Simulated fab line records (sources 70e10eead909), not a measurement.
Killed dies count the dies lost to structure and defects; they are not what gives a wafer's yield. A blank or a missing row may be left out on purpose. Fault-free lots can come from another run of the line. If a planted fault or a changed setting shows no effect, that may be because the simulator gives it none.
Matching of chambers || flow nandHarc || 3 sister chambers for NHARC_P_M2_PRE_CLEAN_32 on pecvd-04
The step time 12 s. 14 wafers are shown with their chamber, then 7 later ones without.

WAFERS WITH THEIR CHAMBER
{"wafer": "L252.2", "chamber": 1, "heaterPowerW (W)": 553, "heaterPowerOuterW (W)": 317, "susceptorTempC (C)": 369.97}
{"wafer": "L252.5", "chamber": 0, "heaterPowerW (W)": 583, "heaterPowerOuterW (W)": 371, "susceptorTempC (C)": 370.08}
{"wafer": "L252.6", "chamber": 2, "heaterPowerW (W)": 622, "heaterPowerOuterW (W)": 353, "susceptorTempC (C)": 369.99}
{"wafer": "L255.2", "chamber": 0, "heaterPowerW (W)": 521, "heaterPowerOuterW (W)": 306, "susceptorTempC (C)": 369.82}
{"wafer": "L255.3", "chamber": 2, "heaterPowerW (W)": 689, "heaterPowerOuterW (W)": 379, "susceptorTempC (C)": 370.44}
{"wafer": "L255.4", "chamber": 2, "heaterPowerW (W)": 691, "heaterPowerOuterW (W)": 382, "susceptorTempC (C)": 370.26}
{"wafer": "L257.2", "chamber": 1, "heaterPowerW (W)": 605, "heaterPowerOuterW (W)": 350, "susceptorTempC (C)": 369.84}
{"wafer": "L257.4", "chamber": 1, "heaterPowerW (W)": 614, "heaterPowerOuterW (W)": 346, "susceptorTempC (C)": 369.64}
{"wafer": "L257.5", "chamber": 2, "heaterPowerW (W)": 639, "heaterPowerOuterW (W)": 352, "susceptorTempC (C)": 370.03}
{"wafer": "L258.2", "chamber": 0, "heaterPowerW (W)": 514, "heaterPowerOuterW (W)": 316, "susceptorTempC (C)": 370.04}
{"wafer": "L258.4", "chamber": 0, "heaterPowerW (W)": 514, "heaterPowerOuterW (W)": 319, "susceptorTempC (C)": 369.84}
{"wafer": "L258.6", "chamber": 1, "heaterPowerW (W)": 510, "heaterPowerOuterW (W)": 278, "susceptorTempC (C)": 369.88}
{"wafer": "L262.1", "chamber": 0, "heaterPowerW (W)": 492, "heaterPowerOuterW (W)": 316, "susceptorTempC (C)": 370.00}
{"wafer": "L262.3", "chamber": 1, "heaterPowerW (W)": 566, "heaterPowerOuterW (W)": 308, "susceptorTempC (C)": 370.19}

SIGNATURES (averages over the wafers above)
{"reading": "heaterPowerW", "chamber 0": 524.80, "chamber 1": 569.60, "chamber 2": 660.25, "scatter within a chamber": 37.5}
{"reading": "heaterPowerOuterW", "chamber 0": 325.60, "chamber 1": 319.80, "chamber 2": 366.50, "scatter within a chamber": 25.1}
{"reading": "susceptorTempC", "chamber 0": 369.9560, "chamber 1": 369.9040, "chamber 2": 370.1800, "scatter within a chamber": 0.178}
Rule: for each reading, subtract the chamber's mean from the wafer's reading, divide by that reading's scatter and square the result; add these up over the readings and take the root, which gives the wafer's distance from the chamber. If the next closest chamber is less than 2 further off than the closest, the wafer can't be placed; otherwise it belongs to the closest. The scatter is the square root of a quotient: the sum, over the shown wafers, of each reading's squared deviation from its chamber's mean, divided by wafers minus chambers.

WAFERS WITH NO CHAMBER GIVEN
{"wafer": "L262.6", "heaterPowerW (W)": 657, "heaterPowerOuterW (W)": 385, "susceptorTempC (C)": 369.98}
{"wafer": "L263.2", "heaterPowerW (W)": 611, "heaterPowerOuterW (W)": 335, "susceptorTempC (C)": 369.66}
{"wafer": "L263.3", "heaterPowerW (W)": 586, "heaterPowerOuterW (W)": 335, "susceptorTempC (C)": 370.34}
{"wafer": "L263.4", "heaterPowerW (W)": 612, "heaterPowerOuterW (W)": 346, "susceptorTempC (C)": 369.93}
{"wafer": "L266.2", "heaterPowerW (W)": 545, "heaterPowerOuterW (W)": 350, "susceptorTempC (C)": 369.89}
{"wafer": "L266.4", "heaterPowerW (W)": 538, "heaterPowerOuterW (W)": 344, "susceptorTempC (C)": 369.77}
{"wafer": "L266.5", "heaterPowerW (W)": 549, "heaterPowerOuterW (W)": 294, "susceptorTempC (C)": 369.97}

EACH ONE'S CHAMBER
{"wafer": "L262.6", "from the rows above": 2, "in truth": 2}
{"wafer": "L263.2", "from the rows above": "can't be placed: 1 or 0 or 2", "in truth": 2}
{"wafer": "L263.3", "from the rows above": "can't be placed: 2 or 1 or 0", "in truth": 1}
{"wafer": "L263.4", "from the rows above": "can't be placed: 1 or 2 or 0", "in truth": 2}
{"wafer": "L266.2", "from the rows above": "can't be placed: 0 or 1", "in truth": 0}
{"wafer": "L266.4", "from the rows above": "can't be placed: 0 or 1", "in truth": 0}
{"wafer": "L266.5", "from the rows above": "can't be placed: 1 or 0", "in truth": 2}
Correctly placed: 1 of 7. These rows do not allow placing 6 (true chamber among the candidates in 5). Placed wrongly: 0.
